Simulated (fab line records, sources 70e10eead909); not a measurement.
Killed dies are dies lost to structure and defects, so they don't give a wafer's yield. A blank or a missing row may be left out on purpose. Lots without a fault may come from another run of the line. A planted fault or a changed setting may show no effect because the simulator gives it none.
Which tool did it? | flow nand_harc | 24 lots, 72 wafers sampled, at 6 steps of a route of 1302

WHAT THE GAUGES READ, wafer by wafer
NHARC_A_ONON_D2_THK_MEAS_02: measures by ellipsometry.
lot  | measured     | on            | thk_nm (nm)
L074 | day 12 05:23 | film_metro-02 | 1009 1009 1010
L075 | day 12 22:19 | film_metro-01 | 999 998 998
L077 | day 13 05:35 | film_metro-02 | 998 995 996
L076 | day 13 05:39 | film_metro-01 | 997 996 996
L078 | day 14 05:30 | film_metro-01 | 1002 1004 1005
L079 | day 14 08:07 | film_metro-01 | 1012 1013 1013
L080 | day 15 04:39 | film_metro-02 | 984 984 985
L082 | day 15 13:40 | film_metro-02 | 972 971 972
L081 | day 15 13:41 | film_metro-01 | 1004 1001 1001
L083 | day 16 06:27 | film_metro-02 | 1006 1007 1007
L084 | day 16 12:13 | film_metro-02 | 983 984 982
L085 | day 17 08:19 | film_metro-01 | 986 989 988
L086 | day 17 17:29 | film_metro-01 | 1000 1001 1000
L087 | day 17 17:31 | film_metro-02 | 1001 1000 999
L088 | day 18 09:02 | film_metro-01 | 1005 1006 1003
L089 | day 18 21:56 | film_metro-01 | 996 994 993
L090 | day 19 04:49 | film_metro-02 | 989 990 990
L091 | day 19 04:50 | film_metro-01 | 1003 1002 1002
L092 | day 19 13:04 | film_metro-02 | 996 996 996
L093 | day 20 08:44 | film_metro-02 | 986 984 986
L094 | day 20 08:44 | film_metro-01 | 983 983 981
L095 | day 21 12:59 | film_metro-01 | 995 996 997
L097 | day 22 03:04 | film_metro-01 | 1003 1004 1003
L096 | day 22 03:11 | film_metro-02 | 1001 1000 1003

NHARC_A_ONON_D2_THK_MEAS_08: measures by ellipsometry.
lot  | measured     | on            | thk_nm (nm)
L074 | day 12 06:31 | film_metro-01 | 1000 998 1001
L075 | day 12 23:26 | film_metro-02 | 1003 1001 1004
L077 | day 13 06:44 | film_metro-01 | 990 991 992
L076 | day 13 06:46 | film_metro-02 | 981 981 983
L078 | day 14 06:38 | film_metro-01 | 1000 1002 999
L079 | day 14 09:14 | film_metro-02 | 982 979 981
L080 | day 15 05:47 | film_metro-02 | 1009 1010 1009
L082 | day 15 14:49 | film_metro-01 | 1001 1000 1002
L081 | day 15 14:48 | film_metro-01 | 991 991 991
L083 | day 16 07:35 | film_metro-02 | 1009 1012 1012
L084 | day 16 13:21 | film_metro-01 | 983 988 986
L085 | day 17 09:26 | film_metro-01 | 1012 1011 1012
L086 | day 17 18:37 | film_metro-02 | 986 987 986
L087 | day 17 18:39 | film_metro-01 | 989 991 991
L088 | day 18 10:09 | film_metro-01 | 977 977 976
L089 | day 18 23:04 | film_metro-01 | 998 1000 1000
L090 | day 19 05:57 | film_metro-02 | 1003 1003 1002
L091 | day 19 05:58 | film_metro-01 | 1018 1016 1018
L092 | day 19 14:12 | film_metro-01 | 1003 1003 1003
L093 | day 20 09:54 | film_metro-02 | 1008 1010 1009
L094 | day 20 09:53 | film_metro-01 | 1007 1006 1008
L095 | day 21 14:07 | film_metro-02 | 981 980 981
L097 | day 22 04:13 | film_metro-02 | 985 986 985
L096 | day 22 04:19 | film_metro-01 | 1002 1001 1002

NHARC_A_CHANNEL_HOLE_D2_CD_MEAS_10: target cd 100 nm.
lot  | measured     | on        | cd_nm (nm)
L074 | day 13 02:19 | cd_sem-02 | 100.0 99.4 100.2
L075 | day 13 13:53 | cd_sem-01 | 99.8 99.8 100.5
L077 | day 14 03:20 | cd_sem-02 | 100.3 100.5 101.1
L076 | day 14 02:13 | cd_sem-01 | 100.1 99.0 99.6
L078 | day 14 21:48 | cd_sem-03 | 99.9 99.5 100.4
L079 | day 14 21:30 | cd_sem-01 | 100.9 99.2 99.8
L080 | day 15 20:28 | cd_sem-02 | 98.3 99.4 99.4
L082 | day 16 07:04 | cd_sem-03 | 99.7 100.8 99.7
L081 | day 16 07:22 | cd_sem-03 | 100.0 100.2 99.3
L083 | day 17 00:01 | cd_sem-02 | 100.4 100.4 100.7
L084 | day 17 04:46 | cd_sem-03 | 99.6 99.5 99.6
L085 | day 18 01:36 | cd_sem-01 | 100.7 99.1 99.4
L086 | day 18 11:56 | cd_sem-02 | 99.9 99.5 101.0
L087 | day 18 12:27 | cd_sem-03 | 99.5 99.6 100.0
L088 | day 19 00:06 | cd_sem-01 | 100.1 100.0 99.9
L089 | day 19 18:59 | cd_sem-01 | 99.3 100.3 99.5
L090 | day 20 00:10 | cd_sem-01 | 100.7 99.6 99.1
L091 | day 19 22:50 | cd_sem-03 | 99.4 99.7 99.7
L092 | day 20 11:57 | cd_sem-01 | 99.5 99.7 100.8
L093 | day 21 00:13 | cd_sem-03 | 99.7 99.1 100.2
L094 | day 21 01:29 | cd_sem-03 | 100.4 101.5 100.0
L095 | day 22 06:21 | cd_sem-01 | 99.5 99.6 99.3
L097 | day 22 22:09 | cd_sem-02 | 100.5 100.7 99.7
L096 | day 22 20:50 | cd_sem-02 | 100.1 100.6 100.2

NHARC_A_CHANNEL_HOLE_D2_INSPECT_40.
lot  | measured     | on                | raw_defect_count
L074 | day 13 11:44 | defect_inspect-02 | 316 233 273
L075 | day 13 20:57 | defect_inspect-01 | 275 327 250
L077 | day 14 11:42 | defect_inspect-01 | 418 272 304
L076 | day 14 09:34 | defect_inspect-01 | 292 321 193
L078 | day 15 06:08 | defect_inspect-02 | 370 394 586
L079 | day 15 04:33 | defect_inspect-01 | 214 281 219
L080 | day 16 03:32 | defect_inspect-01 | 270 295 266
L082 | day 16 14:08 | defect_inspect-02 | 206 201 217
L081 | day 16 14:53 | defect_inspect-02 | 250 248 199
L083 | day 17 07:25 | defect_inspect-02 | 168 239 178
L084 | day 17 19:22 | defect_inspect-01 | 264 254 342
L085 | day 18 08:40 | defect_inspect-02 | 271 225 199
L086 | day 18 22:22 | defect_inspect-02 | 287 442 379
L087 | day 18 23:43 | defect_inspect-02 | 242 306 220
L088 | day 19 07:13 | defect_inspect-01 | 235 340 279
L089 | day 20 04:06 | defect_inspect-01 | 429 337 326
L090 | day 20 08:17 | defect_inspect-02 | 244 376 551
L091 | day 20 05:56 | defect_inspect-02 | 229 272 183
L092 | day 20 22:24 | defect_inspect-01 | 342 251 233
L093 | day 21 07:17 | defect_inspect-01 | 343 371 433
L094 | day 21 11:16 | defect_inspect-01 | 245 233 282
L095 | day 22 13:37 | defect_inspect-02 | 284 241 225
L097 | day 23 08:08 | defect_inspect-01 | 189 213 262
L096 | day 23 03:56 | defect_inspect-02 | 218 165 256

WHICH TOOL RAN EACH LOT (tool, then ch and the chambers of the sampled wafers, then the start)
lot  | NHARC_A_CHANNEL_HOLE_D2_ETCH_25  | NHARC_A_CHANNEL_HOLE_D2_ETCH_26
L074 | har_etch-02 ch 0,1, day 13 09:05 | har_etch-02 ch 0,1, day 13 09:50
L075 | har_etch-02 ch 0,1, day 13 18:09 | har_etch-02 ch 0,1, day 13 19:01
L077 | har_etch-01 ch 0,1, day 14 09:01 | har_etch-01 ch 0,1, day 14 09:47
L076 | har_etch-02 ch 0,1, day 14 06:46 | har_etch-02 ch 0,1, day 14 07:38
L078 | har_etch-02 ch 0,1, day 15 03:28 | har_etch-02 ch 0,1, day 15 04:14
L079 | har_etch-01 ch 0,1, day 15 01:53 | har_etch-01 ch 0,1, day 15 02:40
L080 | har_etch-02 ch 0,1, day 16 00:44 | har_etch-02 ch 0,1, day 16 01:37
L082 | har_etch-01 ch 0,1, day 16 11:19 | har_etch-01 ch 0,1, day 16 12:12
L081 | har_etch-02 ch 0,1, day 16 12:03 | har_etch-02 ch 0,1, day 16 12:35
L083 | har_etch-01 ch 0,1, day 17 04:29 | har_etch-01 ch 0,1, day 17 05:20
L084 | har_etch-01 ch 0,1, day 17 16:32 | har_etch-01 ch 0,1, day 17 17:26
L085 | har_etch-02 ch 0, day 18 05:51   | har_etch-02 ch 0, day 18 06:44
L086 | har_etch-01 ch 0,1, day 18 19:42 | har_etch-01 ch 0,1, day 18 20:28
L087 | har_etch-02 ch 0,1, day 18 21:13 | har_etch-02 ch 0,1, day 18 21:52
L088 | har_etch-01 ch 0,1, day 19 04:50 | har_etch-01 ch 0,1, day 19 05:23
L089 | har_etch-01 ch 0,1, day 20 01:35 | har_etch-01 ch 0,1, day 20 02:14
L090 | har_etch-01 ch 0,1, day 20 05:37 | har_etch-01 ch 0,1, day 20 06:23
L091 | har_etch-02 ch 0,1, day 20 03:07 | har_etch-02 ch 0,1, day 20 04:00
L092 | har_etch-02 ch 0,1, day 20 19:43 | har_etch-02 ch 0,1, day 20 20:23
L093 | har_etch-01 ch 0,1, day 21 04:28 | har_etch-01 ch 0,1, day 21 05:22
L094 | har_etch-02 ch 0,1, day 21 08:28 | har_etch-02 ch 0,1, day 21 09:20
L095 | har_etch-01 ch 0,1, day 22 11:07 | har_etch-01 ch 0,1, day 22 11:45
L097 | har_etch-01 ch 0,1, day 23 05:18 | har_etch-01 ch 0,1, day 23 06:11
L096 | har_etch-01 ch 0, day 23 01:16   | har_etch-01 ch 0, day 23 02:02
- NHARC_A_CHANNEL_HOLE_D2_ETCH_25: etches the open film in C4F8/O2/Ar, time 1040.2 s, target depth 1500 nm.
- NHARC_A_CHANNEL_HOLE_D2_ETCH_26: etches the open film in C4F8/O2/Ar, time 224.1 s, target depth 300 nm.

WHAT THE TOOLS THEMSELVES READ (means of the sampled wafers that have a number; where no wafer has one, the mark that the record gives instead)
NHARC_A_CHANNEL_HOLE_D2_ETCH_25.
lot  | tool        | drypump_motor_current_A (A) | showerhead_plenum_p_Torr (Torr) | throttle_valve_pct (%)
L074 | har_etch-02 | 6.4                         | 3.81                            | 32.247
L075 | har_etch-02 | 6.5                         | 3.69                            | 32.236
L077 | har_etch-01 | 5.6                         | 3.68                            | 32.237
L076 | har_etch-02 | 6.4                         | 3.80                            | 32.250
L078 | har_etch-02 | 6.4                         | 3.80                            | 32.241
L079 | har_etch-01 | 5.9                         | 3.68                            | 32.228
L080 | har_etch-02 | 6.4                         | 3.79                            | 32.242
L082 | har_etch-01 | 5.9                         | 3.67                            | 32.245
L081 | har_etch-02 | 6.4                         | 3.79                            | 32.233
L083 | har_etch-01 | 5.7                         | 3.66                            | 32.235
L084 | har_etch-01 | 5.7                         | 3.66                            | 32.240
L085 | har_etch-02 | 6.7                         | 3.92                            | 32.234
L086 | har_etch-01 | 5.9                         | 3.65                            | 32.236
L087 | har_etch-02 | 6.4                         | 3.89                            | 32.240
L088 | har_etch-01 | 5.6                         | 3.64                            | 32.238
L089 | har_etch-01 | 5.9                         | 3.64                            | 32.240
L090 | har_etch-01 | 5.9                         | 3.64                            | 32.238
L091 | har_etch-02 | 6.6                         | 3.89                            | 32.230
L092 | har_etch-02 | 6.4                         | 3.88                            | 32.243
L093 | har_etch-01 | 5.9                         | 3.63                            | 32.239
L094 | har_etch-02 | 6.5                         | 3.88                            | 32.229
L095 | har_etch-01 | 5.6                         | 3.62                            | 32.241
L097 | har_etch-01 | 5.6                         | 3.62                            | 32.242
L096 | har_etch-01 | 6.2                         | 3.62                            | 32.239

NHARC_A_CHANNEL_HOLE_D2_ETCH_26.
lot  | tool        | drypump_motor_current_A (A) | showerhead_plenum_p_Torr (Torr) | throttle_valve_pct (%)
L074 | har_etch-02 | 6.4                         | 3.86                            | 24.583
L075 | har_etch-02 | 6.6                         | 3.74                            | 24.590
L077 | har_etch-01 | 5.6                         | 3.73                            | 24.588
L076 | har_etch-02 | 6.4                         | 3.86                            | 24.585
L078 | har_etch-02 | 6.4                         | 3.85                            | 24.591
L079 | har_etch-01 | 5.9                         | 3.73                            | 24.587
L080 | har_etch-02 | 6.4                         | 3.84                            | 24.572
L082 | har_etch-01 | 5.9                         | 3.72                            | 24.587
L081 | har_etch-02 | 6.4                         | 3.84                            | 24.579
L083 | har_etch-01 | 5.6                         | 3.71                            | 24.578
L084 | har_etch-01 | 5.6                         | 3.70                            | 24.576
L085 | har_etch-02 | 6.8                         | 3.98                            | 24.577
L086 | har_etch-01 | 5.9                         | 3.69                            | 24.586
L087 | har_etch-02 | 6.4                         | 3.95                            | 24.588
L088 | har_etch-01 | 5.6                         | 3.69                            | 24.572
L089 | har_etch-01 | 5.9                         | 3.68                            | 24.582
L090 | har_etch-01 | 5.9                         | 3.68                            | 24.577
L091 | har_etch-02 | 6.6                         | 3.96                            | 24.580
L092 | har_etch-02 | 6.4                         | 3.94                            | 24.584
L093 | har_etch-01 | 5.9                         | 3.67                            | 24.579
L094 | har_etch-02 | 6.6                         | 3.95                            | 24.593
L095 | har_etch-01 | 5.6                         | 3.67                            | 24.585
L097 | har_etch-01 | 5.6                         | 3.66                            | 24.583
L096 | har_etch-01 | 6.2                         | 3.66                            | 24.579

THE ANSWER, worked out from the rows above alone
Rule: what is usual is taken from the lots themselves. Put in order of their means at a reading, lots are off if they are a third of the lots or fewer, leave a main group of 4 or more, and stand apart from it by a gap of 3 or more times the standard deviation of the main group's means; of several such gaps the widest counts. A main group whose means are all the same, to the digits that the tables above print for the reading, isn't used. A lot without any number at a reading at which 4 lots or more have one is off too. The other lots that the step has rows for count as sound. The gauges are gone through in route order, then the tools' own readings, and for those a lot's mean is taken as printed above. The first step at which some lot is off is used, and at that step the reading that is off furthest; a lot without a number counts as furthest.
No lot is off at any reading shown: from this, nothing can be told.

WHAT THE SIMULATOR HAD PUT IN
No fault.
